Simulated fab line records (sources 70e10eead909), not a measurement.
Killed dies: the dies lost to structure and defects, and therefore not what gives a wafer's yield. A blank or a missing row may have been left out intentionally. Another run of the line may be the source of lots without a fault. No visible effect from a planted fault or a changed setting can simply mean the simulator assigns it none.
Which of the tools did it? / flow nand_harc / Sampling: 7 lots, 21 wafers, 3 of 1159 route steps

== WHAT THE GAUGES SHOWED, per wafer ==
NHARC_A_BONDPAD_CD_MEAS_09: target cd 500 nm.
lot=L592; measured=day 18 10:05; on=cd_sem-02; cd_nm (nm)=498.2 497.4 497.2
lot=L597; measured=day 18 19:52; on=cd_sem-03; cd_nm (nm)=498.5 504.4 500.1
lot=L603; measured=day 21 01:01; on=cd_sem-03; cd_nm (nm)=498.0 494.1 493.0
lot=L604; measured=day 22 00:59; on=cd_sem-01; cd_nm (nm)=502.6 498.5 499.5
lot=L606; measured=day 21 16:00; on=cd_sem-01; cd_nm (nm)=495.9 491.9 495.2
lot=L613; measured=day 23 01:54; on=cd_sem-03; cd_nm (nm)=494.6 490.3 494.2
lot=L614; measured=day 23 09:38; on=cd_sem-01; cd_nm (nm)=499.0 497.7 502.1

== WHICH TOOL RAN EACH LOT (tool, then ch and the chambers of the sampled wafers, then the start) ==
lot=L592; NHARC_A_STAIRCASE_DEP_417=pecvd-04 ch 0,1,2, day 12 12:53; NHARC_A_M1_STRIP_18=rie_diel-12 ch 1,3, day 18 05:10
lot=L597; NHARC_A_STAIRCASE_DEP_417=pecvd-04 ch 1,2, day 13 05:05; NHARC_A_M1_STRIP_18=rie_diel-12 ch 2,3, day 18 15:29
lot=L603; NHARC_A_STAIRCASE_DEP_417=pecvd-01 ch 0,1,2, day 15 08:35; NHARC_A_M1_STRIP_18=rie_diel-01 ch 0,3, day 20 20:45
lot=L604; NHARC_A_STAIRCASE_DEP_417=pecvd-02 ch 0,2, day 15 14:44; NHARC_A_M1_STRIP_18=rie_diel-12 ch 0,2, day 21 20:49
lot=L606; NHARC_A_STAIRCASE_DEP_417=pecvd-01 ch 0,1, day 15 20:29; NHARC_A_M1_STRIP_18=rie_diel-12 ch 1,2, day 21 11:36
lot=L613; NHARC_A_STAIRCASE_DEP_417=pecvd-02 ch 0,2, day 17 05:04; NHARC_A_M1_STRIP_18=rie_diel-12 ch 0,1,2, day 22 20:49
lot=L614; NHARC_A_STAIRCASE_DEP_417=pecvd-01 ch 0,1,2, day 17 14:54; NHARC_A_M1_STRIP_18=rie_diel-01 ch 0,1, day 23 05:36
- NHARC_A_STAIRCASE_DEP_417: deposits Si3N4, target thk 60 nm.
- NHARC_A_M1_STRIP_18: strips in N2/H2.

== THE ANSWER, worked out from the rows above alone ==
Rule: what is usual is taken from the lots themselves. The widest of any qualifying gaps counts: lots, ordered by their means at a reading, are off when they make up no more than a third of the lots, leave a main group of 4 or more, and stand apart from it by 3 or more times the standard deviation of that group's means. Not used: any main group whose means are identical at the precision the tables above print for the reading. A lot without any number at a reading at which 4 lots or more have one is off too. Where the step has rows for the other lots, those lots are counted as sound.
Across all readings shown, no lot is off: no conclusion can be drawn from this.

== WHAT THE SIMULATOR HAD INSERTED ==
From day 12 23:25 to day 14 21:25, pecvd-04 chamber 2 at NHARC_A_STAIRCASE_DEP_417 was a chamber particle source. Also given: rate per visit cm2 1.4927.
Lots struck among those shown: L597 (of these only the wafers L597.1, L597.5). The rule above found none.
